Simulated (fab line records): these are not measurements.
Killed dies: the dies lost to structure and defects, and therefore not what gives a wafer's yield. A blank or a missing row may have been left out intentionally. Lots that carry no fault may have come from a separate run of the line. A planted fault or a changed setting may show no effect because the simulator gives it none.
Chamber matching / flow n5Finfet / 4 sister chambers for N5_BEOL_M1_STRIP_19 on rieDiel-03
The step strips in O2. 18 wafers are shown with their chamber, then 9 later ones without.

== EACH WAFER AND ITS CHAMBER ==
wafer=L079.1; chamber=1; showerheadPlenumPTorr (Torr)=2.16; drypumpMotorCurrentA (A)=6.0; throttleValvePct (%)=16.78
wafer=L079.3; chamber=2; showerheadPlenumPTorr (Torr)=1.99; drypumpMotorCurrentA (A)=5.3; throttleValvePct (%)=16.92
wafer=L079.5; chamber=2; showerheadPlenumPTorr (Torr)=1.99; drypumpMotorCurrentA (A)=5.3; throttleValvePct (%)=16.93
wafer=L080.1; chamber=2; showerheadPlenumPTorr (Torr)=1.98; drypumpMotorCurrentA (A)=5.3; throttleValvePct (%)=16.92
wafer=L080.3; chamber=0; showerheadPlenumPTorr (Torr)=2.05; drypumpMotorCurrentA (A)=4.7; throttleValvePct (%)=16.44
wafer=L080.5; chamber=0; showerheadPlenumPTorr (Torr)=2.05; drypumpMotorCurrentA (A)=4.7; throttleValvePct (%)=16.45
wafer=L083.3; chamber=1; showerheadPlenumPTorr (Torr)=2.16; drypumpMotorCurrentA (A)=6.0; throttleValvePct (%)=16.79
wafer=L083.4; chamber=3; showerheadPlenumPTorr (Torr)=2.24; drypumpMotorCurrentA (A)=5.5; throttleValvePct (%)=16.45
wafer=L083.5; chamber=1; showerheadPlenumPTorr (Torr)=2.16; drypumpMotorCurrentA (A)=6.0; throttleValvePct (%)=16.77
wafer=L085.2; chamber=0; showerheadPlenumPTorr (Torr)=2.05; drypumpMotorCurrentA (A)=4.7; throttleValvePct (%)=16.43
wafer=L085.3; chamber=2; showerheadPlenumPTorr (Torr)=1.98; drypumpMotorCurrentA (A)=5.3; throttleValvePct (%)=16.94
wafer=L085.4; chamber=1; showerheadPlenumPTorr (Torr)=2.16; drypumpMotorCurrentA (A)=6.0; throttleValvePct (%)=16.78
wafer=L088.1; chamber=2; showerheadPlenumPTorr (Torr)=1.98; drypumpMotorCurrentA (A)=5.3; throttleValvePct (%)=16.95
wafer=L088.2; chamber=0; showerheadPlenumPTorr (Torr)=2.05; drypumpMotorCurrentA (A)=4.8; throttleValvePct (%)=16.47
wafer=L088.4; chamber=3; showerheadPlenumPTorr (Torr)=2.24; drypumpMotorCurrentA (A)=5.5; throttleValvePct (%)=16.47
wafer=L091.1; chamber=0; showerheadPlenumPTorr (Torr)=2.05; drypumpMotorCurrentA (A)=4.8; throttleValvePct (%)=16.47
wafer=L091.3; chamber=3; showerheadPlenumPTorr (Torr)=2.23; drypumpMotorCurrentA (A)=5.5; throttleValvePct (%)=16.47
wafer=L091.6; chamber=0; showerheadPlenumPTorr (Torr)=2.05; drypumpMotorCurrentA (A)=4.8; throttleValvePct (%)=16.46

SIGNATURES (means of the wafers above)
reading=showerheadPlenumPTorr; chamber 0=2.0500; chamber 1=2.1600; chamber 2=1.9840; chamber 3=2.2367; scatter within a chamber=0.00365
reading=drypumpMotorCurrentA; chamber 0=4.750; chamber 1=6.000; chamber 2=5.300; chamber 3=5.500; scatter within a chamber=0.0327
reading=throttleValvePct; chamber 0=16.4533; chamber 1=16.7800; chamber 2=16.9320; chamber 3=16.4633; scatter within a chamber=0.0133
Rule: for a wafer and a chamber, the distance is found by dividing, reading by reading, the gap between the wafer's reading and the chamber's mean by the reading's scatter, squaring, summing and taking the root. If the next closest chamber is less than 2 further off than the closest, the wafer can't be placed; otherwise it belongs to the closest. The scatter is the square root of a quotient: the sum, over the shown wafers, of each reading's squared deviation from its chamber's mean, divided by wafers minus chambers.

== WAFERS WITHOUT THEIR CHAMBER ==
wafer=L093.3; showerheadPlenumPTorr (Torr)=2.04; drypumpMotorCurrentA (A)=4.8; throttleValvePct (%)=16.49
wafer=L093.4; showerheadPlenumPTorr (Torr)=2.15; drypumpMotorCurrentA (A)=6.0; throttleValvePct (%)=16.83
wafer=L093.5; showerheadPlenumPTorr (Torr)=2.24; drypumpMotorCurrentA (A)=5.3; throttleValvePct (%)=16.52
wafer=L097.1; showerheadPlenumPTorr (Torr)=2.24; drypumpMotorCurrentA (A)=5.3; throttleValvePct (%)=16.56
wafer=L097.2; showerheadPlenumPTorr (Torr)=2.15; drypumpMotorCurrentA (A)=6.0; throttleValvePct (%)=16.83
wafer=L097.3; showerheadPlenumPTorr (Torr)=2.04; drypumpMotorCurrentA (A)=4.8; throttleValvePct (%)=16.51
wafer=L097.4; showerheadPlenumPTorr (Torr)=2.23; drypumpMotorCurrentA (A)=5.5; throttleValvePct (%)=16.52
wafer=L097.5; showerheadPlenumPTorr (Torr)=2.15; drypumpMotorCurrentA (A)=6.0; throttleValvePct (%)=16.86
wafer=L097.6; showerheadPlenumPTorr (Torr)=2.24; drypumpMotorCurrentA (A)=5.3; throttleValvePct (%)=16.56

== WHICH CHAMBER EACH WENT THROUGH ==
wafer=L093.3; from the rows above=0; in truth=0
wafer=L093.4; from the rows above=1; in truth=1
wafer=L093.5; from the rows above=3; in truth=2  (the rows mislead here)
wafer=L097.1; from the rows above=3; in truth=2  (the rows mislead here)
wafer=L097.2; from the rows above=1; in truth=1
wafer=L097.3; from the rows above=0; in truth=0
wafer=L097.4; from the rows above=3; in truth=3
wafer=L097.5; from the rows above=1; in truth=1
wafer=L097.6; from the rows above=3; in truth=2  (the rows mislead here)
Correct placement for 6 of the 9. From these rows, 0 cannot be placed. Placed wrongly: 3.
